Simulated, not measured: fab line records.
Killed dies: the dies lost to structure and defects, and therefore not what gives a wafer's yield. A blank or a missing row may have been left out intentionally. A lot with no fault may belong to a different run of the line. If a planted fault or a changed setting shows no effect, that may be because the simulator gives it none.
Chamber matching ; flow nand_harc ; rie_diel-09 running NHARC_P_STI_ETCH_42: 4 sister chambers
The step etches the open film in N2/H2, target depth 80 nm, overetch 24 nm, time 61 s. 16 wafers are shown with their chamber, then 8 later ones without.

EACH WAFER AND ITS CHAMBER
wafer;chamber;rf_vpp_V (V);oes_product_au (a.u.);throttle_valve_pct (%)
L074.3;0;433.9;1.007;14.172
L074.4;3;432.7;0.996;14.169
L074.5;3;434.9;0.997;14.179
L075.1;2;435.0;1.026;14.160
L075.3;3;432.7;1.007;14.168
L075.5;3;434.3;1.000;14.176
L076.1;1;433.1;0.996;14.176
L076.4;3;432.1;0.994;14.171
L076.5;0;435.5;1.020;14.173
L079.1;3;432.8;1.010;14.162
L079.3;1;432.4;1.013;14.158
L079.5;0;434.8;1.013;14.173
L080.4;0;434.2;0.990;14.172
L080.5;0;434.3;1.006;14.166
L080.6;1;432.8;0.993;14.161
L081.2;2;436.3;1.007;14.184

SIGNATURES (means of the wafers above)
reading;chamber 0;chamber 1;chamber 2;chamber 3;scatter within a chamber
rf_vpp_V;434.540;432.767;435.650;433.250;0.847
oes_product_au;1.00720;1.00067;1.01650;1.00067;0.00964
throttle_valve_pct;14.17120;14.16500;14.17200;14.17083;0.00759
Rule: a wafer's distance from a chamber is the root of the sum, over the readings, of the square of ((its reading less the chamber's mean) divided by the reading's scatter). If the next closest chamber is less than 2 further off than the closest, the wafer can't be placed; otherwise it belongs to the closest. The scatter: take each reading less its chamber's mean, square it, sum over the shown wafers, divide by the number of wafers less the number of chambers, and take the root.

WAFERS WITH NO CHAMBER GIVEN
wafer;rf_vpp_V (V);oes_product_au (a.u.);throttle_valve_pct (%)
L081.4;431.7;1.000;14.191
L081.5;434.1;1.004;14.175
L083.1;433.0;0.997;14.164
L083.3;433.0;1.003;14.161
L083.6;434.1;1.004;14.176
L086.1;434.1;0.990;14.187
L086.2;436.1;0.997;14.167
L086.5;434.5;0.993;14.175

CHAMBER TAKEN BY EACH
wafer;from the rows above;in truth
L081.4;can't be placed: 3 or 1 or 0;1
L081.5;can't be placed: 0 or 3 or 1 or 2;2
L083.1;can't be placed: 1 or 3 or 0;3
L083.3;can't be placed: 1 or 3 or 0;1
L083.6;can't be placed: 0 or 3 or 1 or 2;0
L086.1;can't be placed: 3 or 0 or 1 or 2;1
L086.2;can't be placed: 2 or 0 or 3 or 1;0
L086.5;can't be placed: 0 or 3 or 1 or 2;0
0 of 8 placed correctly. Not placeable from these rows: 8 (in 8, the candidates include the true chamber). Wrongly placed: 0.
